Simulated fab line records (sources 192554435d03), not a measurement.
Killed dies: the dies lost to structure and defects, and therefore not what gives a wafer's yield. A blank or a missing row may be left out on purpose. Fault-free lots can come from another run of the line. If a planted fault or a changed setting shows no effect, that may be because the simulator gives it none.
Struck lot and sound lot, side by side    flow n5Finfet    15 out of 1938 route steps
Sound: these wafers, L382.2, L382.3, L382.6. Struck: wafer L394.1 (left out: L394.4, L394.5 of the same lot, which were not struck); the cause appears at the end.
Order at every step that has rows: each side's tool, ch and its chambers, its first start. Under that, the readings that differ: sound wafers    struck wafers    difference of the means    sigmas: that difference in standard deviations of wafers without a fault.
alike: words and numbers the same on both sides, and readings whose means are apart by under 2 such deviations; not compared: readings that were withheld, readings missing a value for some wafer, numbers with overlapping values and no deviation given by the record, and bounds like >300 which may hide the same value.
A row with sigmas, a row that says differs or no value, or rows on one side alone: a step with any of these is where the two part. Non-overlapping numbers with no deviation appear without sigmas and do not part them. Lack of a reading on every wafer of one side parts them only where that side has two or more wafers.

N5_BEOL_M7_OVL_MEAS_29:
  sound on overlay-02 ch 0, day 9 01:47; struck on overlay-02 ch 0, day 12 04:13
  alike: V6_OVL
N5_BEOL_M7_INSPECT_30: inspects for defects (brightfield).
  sound on defectInspect-01, day 9 01:50; struck on defectInspect-01, day 12 04:16
  alike: rawDefectCount
N5_BEOL_M7_DESCUM_33: chemistry O2, time 7 s.
  sound on rieDiel-01 ch 1,2,3, day 9 01:52; struck on rieDiel-01 ch 0, day 12 04:18
  alike: drypumpMotorCurrentA, oesProductAu, rfVppV, showerheadPlenumPTorr, throttleValvePct
  not compared: rfHoursCounterH
N5_BEOL_M7_ETCH_72: etches underlayer in N2/H2, target depth 6.5 nm, time 5.2 s.
  sound on rieDiel-01 ch 1,2,3, day 9 01:55; struck on rieDiel-01 ch 0, day 12 04:20
  alike: biasW, drypumpMotorCurrentA, etchRfOnTimeS, oesProductAu, rfVppV, showerheadPlenumPTorr, throttleValvePct
  not compared: rfHoursCounterH
then, 1 step without rows for these wafers: N5_BEOL_M7_ETCH_65 (etches SiARC in CF4, target depth 15.6 nm, time 26 s).
N5_BEOL_M7_ETCH_66: etches SOC in N2/H2, target depth 80 nm, overetch 16 nm, time 120 s.
  sound on rieDiel-01 ch 1,2,3, day 9 01:57; struck on rieDiel-01 ch 0, day 12 04:23
reading              sound           struck  difference  sigmas
oesProductAu (a.u.)  0.64 0.64 0.76  0.57    -0.11       -2
  alike: biasW, drypumpMotorCurrentA, rfVppV, showerheadPlenumPTorr, throttleValvePct
  not compared: rfHoursCounterH
then, 4 steps without rows for these wafers: N5_BEOL_M7_STRIP_69 (strips in N2/H2); N5_BEOL_M7_STRIP_73 (strips in N2/H2); N5_BEOL_M7_VIA_ETCH_34 (etches SiCOH lowk in C4F6/O2, target depth 125.5 nm, time 50.5 s); N5_BEOL_M7_STRIP_76 (strips in C4F6/O2).
N5_BEOL_M7_STRIP_36: strips in N2/H2.
  sound on rieDiel-01 ch 1,2,3, day 9 02:07; struck on rieDiel-01 ch 0, day 12 04:32
reading              sound           struck  difference  sigmas
oesProductAu (a.u.)  0.85 0.85 1.01  0.75    -0.15       -2
  alike: drypumpMotorCurrentA, rfVppV, showerheadPlenumPTorr, throttleValvePct
  not compared: rfHoursCounterH
N5_BEOL_M7_TRENCH_ETCH_37: etches SiCOH lowk in C4F6/O2, target depth 93.478 nm, time 31.2 s.
  sound on rieDiel-01 ch 1,2,3; struck on rieDiel-01 ch 0
reading              sound           struck  difference  sigmas
oesProductAu (a.u.)  0.85 0.85 1.01  0.74    -0.16       -2
  alike: C4F6_flow_sccm, biasW, drypumpMotorCurrentA, oes_o_777_au, rfVppV, showerheadPlenumPTorr, throttleValvePct
  not compared: rfHoursCounterH
N5_BEOL_M7_ETCH_41: etches SiCN in CH3F/O2, target depth 31.9 nm, time 57.8 s.
  sound on rieDiel-01 ch 1,2,3, day 9 02:11; struck on rieDiel-01 ch 0, day 12 04:37
reading                  sound              struck  difference  sigmas
biasW (W)                74.91 74.99 75.03  64.36   -10.62      -48
oesProductAu (a.u.)      0.84 0.85 1.01     0.72    -0.18       -2
rfVppV (V)               297.6 295.6 296.9  270.0   -26.7       -21
model.etch.depthNm (nm)  22 22.17 22.08     20.81   -1.27       
  alike: drypumpMotorCurrentA, showerheadPlenumPTorr, throttleValvePct
  not compared: rfHoursCounterH
then, 1 step without rows for these wafers: N5_BEOL_M7_STRIP_80 (strips in N2/H2, time 10 s).
N5_PASSIVATION_PROBE_49:
  the record has rows for the sound wafers here (prober-01, day 12 02:38) and none for the struck ones

== WHERE THEY PART ==
At N5_BEOL_M7_ETCH_66 first; at N5_PASSIVATION_PROBE_49 last (within this record only).

WHY: what had been put in by the simulator
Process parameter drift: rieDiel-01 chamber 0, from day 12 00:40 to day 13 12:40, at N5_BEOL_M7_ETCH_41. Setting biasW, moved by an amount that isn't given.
